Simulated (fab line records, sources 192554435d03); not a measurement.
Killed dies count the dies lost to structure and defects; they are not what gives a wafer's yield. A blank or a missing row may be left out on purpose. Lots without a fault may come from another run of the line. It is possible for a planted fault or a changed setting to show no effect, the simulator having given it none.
Matching of chambers + flow n5-finfet + N5_BEOL_M8_DESCUM_33 on rie-diel-02 has 4 sister chambers
The step chemistry O2, time 7 s. 7 wafers are shown with their chamber, then 7 later ones without.

== WAFERS PAIRED WITH THEIR CHAMBERS ==
| wafer  | chamber | drypump-motor-current-A (A) | showerhead-plenum-p-Torr (Torr) |
|--------|---------|-----------------------------|---------------------------------|
| L077.1 | 1       | 5.5                         | 2.16                            |
| L076.2 | 2       | 6.5                         | 2.10                            |
| L083.1 | 2       | 6.4                         | 2.10                            |
| L083.2 | 0       | 5.2                         | 2.05                            |
| L083.4 | 3       | 5.1                         | 2.06                            |
| L089.2 | 3       | 5.1                         | 2.05                            |
| L089.3 | 0       | 5.2                         | 2.04                            |

== WAFERS WITH NO CHAMBER GIVEN ==
| wafer  | drypump-motor-current-A (A) | showerhead-plenum-p-Torr (Torr) |
|--------|-----------------------------|---------------------------------|
| L089.6 | 5.1                         | 2.05                            |
| L092.1 | 5.3                         | 2.04                            |
| L092.4 | 5.1                         | 2.05                            |
| L092.6 | 5.3                         | 2.04                            |
| L095.1 | 5.2                         | 2.03                            |
| L095.3 | 5.5                         | 2.14                            |
| L095.4 | 5.1                         | 2.05                            |

== EACH ONE'S CHAMBER ==
| wafer  | from the rows above     | in truth |
|--------|-------------------------|----------|
| L089.6 | can't be placed: 3 or 0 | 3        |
| L092.1 | 0                       | 0        |
| L092.4 | can't be placed: 3 or 0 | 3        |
| L092.6 | 0                       | 0        |
| L095.1 | 0                       | 0        |
| L095.3 | 1                       | 1        |
| L095.4 | can't be placed: 3 or 0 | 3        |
4 of 7 placed correctly. From these rows, 3 cannot be placed; in 3 the true chamber is one of the candidates. 0 placed wrongly.
How it was worked out, from the rows above alone: a wafer's distance from a chamber is the root of the sum, over the readings, of the square of ((its reading less the chamber's mean) divided by the reading's scatter). If the next closest chamber is less than 2 further off than the closest, the wafer can't be placed; otherwise it belongs to the closest. A chamber's mean is the mean of its shown wafers. The scatter: take each reading less its chamber's mean, square it, sum over the shown wafers, divide by the number of wafers less the number of chambers, and take the root.
